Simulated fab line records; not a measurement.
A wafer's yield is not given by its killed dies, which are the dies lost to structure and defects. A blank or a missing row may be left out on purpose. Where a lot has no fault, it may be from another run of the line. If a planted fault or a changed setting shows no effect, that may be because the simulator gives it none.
Which tool did it? || flow nand harc || 12 lots, 36 wafers sampled, at 6 steps of a route of 1302

== WHAT THE GAUGES READ, wafer by wafer ==
NHARC_P_GATE_INSPECT_68.
{"lot": "L114", "measured": "day 6 03:17", "on": "defect inspect-02", "raw defect count": "255 436 231"}
{"lot": "L115", "measured": "day 6 04:04", "on": "defect inspect-01", "raw defect count": "203 120 225"}
{"lot": "L116", "measured": "day 6 19:44", "on": "defect inspect-01", "raw defect count": "395 183 178"}
{"lot": "L120", "measured": "day 8 18:05", "on": "defect inspect-02", "raw defect count": "233 196 221"}
{"lot": "L123", "measured": "day 9 11:38", "on": "defect inspect-01", "raw defect count": "385 402 512"}
{"lot": "L129", "measured": "day 11 21:49", "on": "defect inspect-02", "raw defect count": "247 145 237"}
{"lot": "L131", "measured": "day 12 17:01", "on": "defect inspect-01", "raw defect count": "908 857 966"}
{"lot": "L132", "measured": "day 13 08:46", "on": "defect inspect-02", "raw defect count": "983 1027 1004"}
{"lot": "L133", "measured": "day 13 16:59", "on": "defect inspect-02", "raw defect count": "290 281 239"}
{"lot": "L134", "measured": "day 14 04:46", "on": "defect inspect-01", "raw defect count": "242 179 242"}
{"lot": "L135", "measured": "day 15 03:35", "on": "defect inspect-02", "raw defect count": "163 212 146"}
{"lot": "L137", "measured": "day 15 15:26", "on": "defect inspect-02", "raw defect count": "112 144 179"}

NHARC_END_SORT_01.
{"lot": "L131", "measured": "day 31 15:01", "on": "prober-02", "killed at array": "61 64 51", "killed at other": "0 2 2", "killed at periphery": "58 99 97", "killed dies": "119 165 150", "killed open": "6 1 2", "killed short": "1 3 3"}
{"lot": "L132", "measured": "day 31 06:23", "on": "prober-01", "killed at array": "52 44 33", "killed at other": "1 3 0", "killed at periphery": "100 98 102", "killed dies": "153 145 135", "killed open": "5 6 1", "killed short": "2 6 2"}

== EACH LOT AND THE TOOL THAT RAN IT (in order: tool; ch and the chambers of the sampled wafers; start) ==
{"lot": "L114", "NHARC_P_GATE_STRIP_111": "plasma asher-01 ch 0,1, day 5 21:26", "NHARC_P_GATE_DESCUM_93": "rie diel-12 ch 0,3, day 6 00:22", "NHARC_P_GATE_RTA_64": "rtp anneal-01 ch 0, day 6 02:07", "NHARC_P_CONTACT_CMP_01": "cmp-04 ch 0,1, day 6 04:04"}
{"lot": "L115", "NHARC_P_GATE_STRIP_111": "plasma asher-02 ch 0,1, day 5 22:02", "NHARC_P_GATE_DESCUM_93": "rie diel-12 ch 0,1, day 6 01:03", "NHARC_P_GATE_RTA_64": "rtp anneal-01 ch 0, day 6 02:51", "NHARC_P_CONTACT_CMP_01": "cmp-01 ch 0,1,3, day 6 04:50"}
{"lot": "L116", "NHARC_P_GATE_STRIP_111": "plasma asher-01 ch 0,1, day 6 13:49", "NHARC_P_GATE_DESCUM_93": "rie diel-12 ch 0,1,3, day 6 16:49", "NHARC_P_GATE_RTA_64": "rtp anneal-01 ch 0, day 6 18:29", "NHARC_P_CONTACT_CMP_01": "cmp-03 ch 1,2,3, day 6 20:34"}
{"lot": "L120", "NHARC_P_GATE_STRIP_111": "plasma asher-01 ch 0,1, day 8 12:15", "NHARC_P_GATE_DESCUM_93": "rie diel-03 ch 0,3, day 8 15:11", "NHARC_P_GATE_RTA_64": "rtp anneal-02 ch 0, day 8 16:50", "NHARC_P_CONTACT_CMP_01": "cmp-01 ch 0,3, day 8 18:53"}
{"lot": "L123", "NHARC_P_GATE_STRIP_111": "plasma asher-02 ch 0,1, day 9 04:48", "NHARC_P_GATE_DESCUM_93": "rie diel-03 ch 0,1,3, day 9 07:55", "NHARC_P_GATE_RTA_64": "rtp anneal-02 ch 0, day 9 09:33", "NHARC_P_CONTACT_CMP_01": "cmp-04 ch 0,1,2, day 9 12:29"}
{"lot": "L129", "NHARC_P_GATE_STRIP_111": "plasma asher-01 ch 1, day 11 15:49", "NHARC_P_GATE_DESCUM_93": "rie diel-12 ch 2,3, day 11 18:55", "NHARC_P_GATE_RTA_64": "rtp anneal-01 ch 0, day 11 20:34", "NHARC_P_CONTACT_CMP_01": "cmp-01 ch 0,2, day 11 22:44"}
{"lot": "L131", "NHARC_P_GATE_STRIP_111": "plasma asher-01 ch 0,1, day 12 11:07", "NHARC_P_GATE_DESCUM_93": "rie diel-12 ch 0,2, day 12 14:03", "NHARC_P_GATE_RTA_64": "rtp anneal-01 ch 0, day 12 15:44", "NHARC_P_CONTACT_CMP_01": "cmp-04 ch 2,3, day 12 17:47"}
{"lot": "L132", "NHARC_P_GATE_STRIP_111": "plasma asher-01 ch 0, day 13 02:40", "NHARC_P_GATE_DESCUM_93": "rie diel-02 ch 1,2,3, day 13 05:46", "NHARC_P_GATE_RTA_64": "rtp anneal-02 ch 0, day 13 07:26", "NHARC_P_CONTACT_CMP_01": "cmp-04 ch 0,2,3, day 13 09:35"}
{"lot": "L133", "NHARC_P_GATE_STRIP_111": "plasma asher-02 ch 0,1, day 13 10:47", "NHARC_P_GATE_DESCUM_93": "rie diel-03 ch 0,2,3, day 13 13:57", "NHARC_P_GATE_RTA_64": "rtp anneal-01 ch 0, day 13 15:39", "NHARC_P_CONTACT_CMP_01": "cmp-03 ch 0,1,3, day 13 17:45"}
{"lot": "L134", "NHARC_P_GATE_STRIP_111": "plasma asher-02 ch 0,1, day 13 22:43", "NHARC_P_GATE_DESCUM_93": "rie diel-02 ch 0,2, day 14 01:46", "NHARC_P_GATE_RTA_64": "rtp anneal-01 ch 0, day 14 03:25", "NHARC_P_CONTACT_CMP_01": "cmp-03 ch 0,1,2, day 14 05:35"}
{"lot": "L135", "NHARC_P_GATE_STRIP_111": "plasma asher-02 ch 0,1, day 14 21:45", "NHARC_P_GATE_DESCUM_93": "rie diel-03 ch 0,3, day 15 00:41", "NHARC_P_GATE_RTA_64": "rtp anneal-02 ch 0, day 15 02:22", "NHARC_P_CONTACT_CMP_01": "cmp-01 ch 0,1,3, day 15 04:22"}
{"lot": "L137", "NHARC_P_GATE_STRIP_111": "plasma asher-02 ch 0,1, day 15 09:39", "NHARC_P_GATE_DESCUM_93": "rie diel-02 ch 0,1,2, day 15 12:31", "NHARC_P_GATE_RTA_64": "rtp anneal-02 ch 0, day 15 14:11", "NHARC_P_CONTACT_CMP_01": "cmp-03 ch 0,2,3, day 15 16:13"}
- NHARC_P_GATE_STRIP_111: strips in N2/H2, time 250 s.
- NHARC_P_GATE_DESCUM_93: chemistry O2, time 3 s.
- NHARC_P_GATE_RTA_64: time 1 s.
- NHARC_P_CONTACT_CMP_01: polishes SiO2, target thk 200 nm.

== AS READ BY THE TOOLS THEMSELVES (means over the sampled wafers that have a number; for cases with no such wafer, the mark the record gives instead) ==
NHARC_P_GATE_STRIP_111.
{"lot": "L114", "tool": "plasma asher-01", "drypump motor current A (A)": 6.1, "heater power w (W)": 93}
{"lot": "L115", "tool": "plasma asher-02", "drypump motor current A (A)": 5.6, "heater power w (W)": 87}
{"lot": "L116", "tool": "plasma asher-01", "drypump motor current A (A)": 6.1, "heater power w (W)": 93}
{"lot": "L120", "tool": "plasma asher-01", "drypump motor current A (A)": 5.6, "heater power w (W)": 89}
{"lot": "L123", "tool": "plasma asher-02", "drypump motor current A (A)": 5.3, "heater power w (W)": 87}
{"lot": "L129", "tool": "plasma asher-01", "drypump motor current A (A)": 5.1, "heater power w (W)": 83}
{"lot": "L131", "tool": "plasma asher-01", "drypump motor current A (A)": 6.1, "heater power w (W)": 91}
{"lot": "L132", "tool": "plasma asher-01", "drypump motor current A (A)": 6.6, "heater power w (W)": 94}
{"lot": "L133", "tool": "plasma asher-02", "drypump motor current A (A)": 5.3, "heater power w (W)": 89}
{"lot": "L134", "tool": "plasma asher-02", "drypump motor current A (A)": 5.3, "heater power w (W)": 90}
{"lot": "L135", "tool": "plasma asher-02", "drypump motor current A (A)": 5.6, "heater power w (W)": 87}
{"lot": "L137", "tool": "plasma asher-02", "drypump motor current A (A)": 5.3, "heater power w (W)": 90}

NHARC_P_GATE_DESCUM_93.
{"lot": "L114", "tool": "rie diel-12", "drypump motor current A (A)": 6.0, "oes product au (a.u.)": 1.015, "rf vpp V (V)": 57.1, "showerhead plenum p Torr (Torr)": 1.95, "throttle valve pct (%)": 11.312}
{"lot": "L115", "tool": "rie diel-12", "drypump motor current A (A)": 6.3, "oes product au (a.u.)": 0.986, "rf vpp V (V)": 57.8, "showerhead plenum p Torr (Torr)": 1.96, "throttle valve pct (%)": 11.312}
{"lot": "L116", "tool": "rie diel-12", "drypump motor current A (A)": 6.0, "oes product au (a.u.)": 0.994, "rf vpp V (V)": 57.1, "showerhead plenum p Torr (Torr)": 1.93, "throttle valve pct (%)": 11.315}
{"lot": "L120", "tool": "rie diel-03", "drypump motor current A (A)": 5.3, "oes product au (a.u.)": 1.003, "rf vpp V (V)": 57.3, "showerhead plenum p Torr (Torr)": 1.87, "throttle valve pct (%)": 11.318}
{"lot": "L123", "tool": "rie diel-03", "drypump motor current A (A)": 5.3, "oes product au (a.u.)": 1.002, "rf vpp V (V)": 57.1, "showerhead plenum p Torr (Torr)": 1.84, "throttle valve pct (%)": 11.314}
{"lot": "L129", "tool": "rie diel-12", "drypump motor current A (A)": 5.9, "oes product au (a.u.)": 1.013, "rf vpp V (V)": 57.8, "showerhead plenum p Torr (Torr)": 1.95, "throttle valve pct (%)": 11.316}
{"lot": "L131", "tool": "rie diel-12", "drypump motor current A (A)": 6.3, "oes product au (a.u.)": 1.001, "rf vpp V (V)": 59.1, "showerhead plenum p Torr (Torr)": 2.03, "throttle valve pct (%)": 11.322}
{"lot": "L132", "tool": "rie diel-02", "drypump motor current A (A)": 5.1, "oes product au (a.u.)": 0.996, "rf vpp V (V)": 58.0, "showerhead plenum p Torr (Torr)": 1.83, "throttle valve pct (%)": 11.311}
{"lot": "L133", "tool": "rie diel-03", "drypump motor current A (A)": 5.6, "oes product au (a.u.)": 1.003, "rf vpp V (V)": 58.0, "showerhead plenum p Torr (Torr)": 1.84, "throttle valve pct (%)": 11.305}
{"lot": "L134", "tool": "rie diel-02", "drypump motor current A (A)": 5.8, "oes product au (a.u.)": 0.991, "rf vpp V (V)": 58.2, "showerhead plenum p Torr (Torr)": 2.00, "throttle valve pct (%)": 11.302}
{"lot": "L135", "tool": "rie diel-03", "drypump motor current A (A)": 5.2, "oes product au (a.u.)": 1.014, "rf vpp V (V)": 57.8, "showerhead plenum p Torr (Torr)": 1.84, "throttle valve pct (%)": 11.311}
{"lot": "L137", "tool": "rie diel-02", "drypump motor current A (A)": 5.5, "oes product au (a.u.)": 0.987, "rf vpp V (V)": 58.0, "showerhead plenum p Torr (Torr)": 1.92, "throttle valve pct (%)": 11.321}

NHARC_P_GATE_RTA_64.
{"lot": "L114", "tool": "rtp anneal-01", "lamp power pct (%)": 42, "lamp_zone_3_pct (%)": 42, "wafer_temp_C_max": 1052.6}
{"lot": "L115", "tool": "rtp anneal-01", "lamp power pct (%)": 42, "lamp_zone_3_pct (%)": 42, "wafer_temp_C_max": 1052.9}
{"lot": "L116", "tool": "rtp anneal-01", "lamp power pct (%)": 42, "lamp_zone_3_pct (%)": 42, "wafer_temp_C_max": 1053.3}
{"lot": "L120", "tool": "rtp anneal-02", "lamp power pct (%)": 33, "lamp_zone_3_pct (%)": 33, "wafer_temp_C_max": 1053.9}
{"lot": "L123", "tool": "rtp anneal-02", "lamp power pct (%)": 33, "lamp_zone_3_pct (%)": 33, "wafer_temp_C_max": 1054.6}
{"lot": "L129", "tool": "rtp anneal-01", "lamp power pct (%)": 42, "lamp_zone_3_pct (%)": 42, "wafer_temp_C_max": 1052.5}
{"lot": "L131", "tool": "rtp anneal-01", "lamp power pct (%)": 42, "lamp_zone_3_pct (%)": 42, "wafer_temp_C_max": 1052.1}
{"lot": "L132", "tool": "rtp anneal-02", "lamp power pct (%)": 33, "lamp_zone_3_pct (%)": 33, "wafer_temp_C_max": 1054.3}
{"lot": "L133", "tool": "rtp anneal-01", "lamp power pct (%)": 42, "lamp_zone_3_pct (%)": 42, "wafer_temp_C_max": 1052.5}
{"lot": "L134", "tool": "rtp anneal-01", "lamp power pct (%)": 42, "lamp_zone_3_pct (%)": 42, "wafer_temp_C_max": 1053.1}
{"lot": "L135", "tool": "rtp anneal-02", "lamp power pct (%)": 33, "lamp_zone_3_pct (%)": 33, "wafer_temp_C_max": 1054.1}
{"lot": "L137", "tool": "rtp anneal-02", "lamp power pct (%)": 33, "lamp_zone_3_pct (%)": 33, "wafer_temp_C_max": 1054.0}

NHARC_P_CONTACT_CMP_01.
{"lot": "L114", "tool": "cmp-04", "motor current A (A)": 11.9, "retaining ring pressure frac": 1.004}
{"lot": "L115", "tool": "cmp-01", "motor current A (A)": 12.6, "retaining ring pressure frac": 1.003}
{"lot": "L116", "tool": "cmp-03", "motor current A (A)": 12.8, "retaining ring pressure frac": 1.002}
{"lot": "L120", "tool": "cmp-01", "motor current A (A)": 12.1, "retaining ring pressure frac": 1.005}
{"lot": "L123", "tool": "cmp-04", "motor current A (A)": 12.5, "retaining ring pressure frac": 0.994}
{"lot": "L129", "tool": "cmp-01", "motor current A (A)": 11.7, "retaining ring pressure frac": 1.003}
{"lot": "L131", "tool": "cmp-04", "motor current A (A)": 12.5, "retaining ring pressure frac": 1.005}
{"lot": "L132", "tool": "cmp-04", "motor current A (A)": 12.2, "retaining ring pressure frac": 0.999}
{"lot": "L133", "tool": "cmp-03", "motor current A (A)": 12.8, "retaining ring pressure frac": 0.997}
{"lot": "L134", "tool": "cmp-03", "motor current A (A)": 13.5, "retaining ring pressure frac": 1.001}
{"lot": "L135", "tool": "cmp-01", "motor current A (A)": 12.6, "retaining ring pressure frac": 0.997}
{"lot": "L137", "tool": "cmp-03", "motor current A (A)": 12.4, "retaining ring pressure frac": 1.001}

== THE ANSWER, worked out from the rows above alone ==
Rule: the lots themselves supply what counts as usual. Put in order of their means at a reading, lots are off if they are a third of the lots or fewer, leave a main group of 4 or more, and stand apart from it by a gap of 3 or more times the standard deviation of the main group's means; of several such gaps the widest counts. A main group whose means are all the same, to the digits that the tables above print for the reading, isn't used. A lot without any number at a reading at which 4 lots or more have one is off too. The other lots that the step has rows for count as sound. First the gauges in route order, then the tools' own readings, where a lot's mean is used as printed above. The first step at which some lot is off is used, and at that step the reading that is off furthest; a lot without a number counts as furthest.
Off, at NHARC_P_GATE_INSPECT_68 on raw defect count: L131, L132. The main group: mean 241, standard deviation 78.
A tool fits if, at a process step before that reading, it ran every lot that is off, and no sound lot after the first of them. The gauges at NHARC_P_GATE_INSPECT_68 are tried like those tools. One fits: plasma asher-01 at NHARC_P_GATE_STRIP_111. Its last sound lot is L129 (day 11 15:49), its first lot that is off L131 (day 12 11:07): a fault that began between those two fits.

== WHAT HAD BEEN PUT IN BY THE SIMULATOR ==
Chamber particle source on plasma asher-01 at NHARC_P_GATE_STRIP_111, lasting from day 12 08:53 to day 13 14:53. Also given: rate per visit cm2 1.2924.
Shown lots that were struck: L131, L132. The rule above found the same.
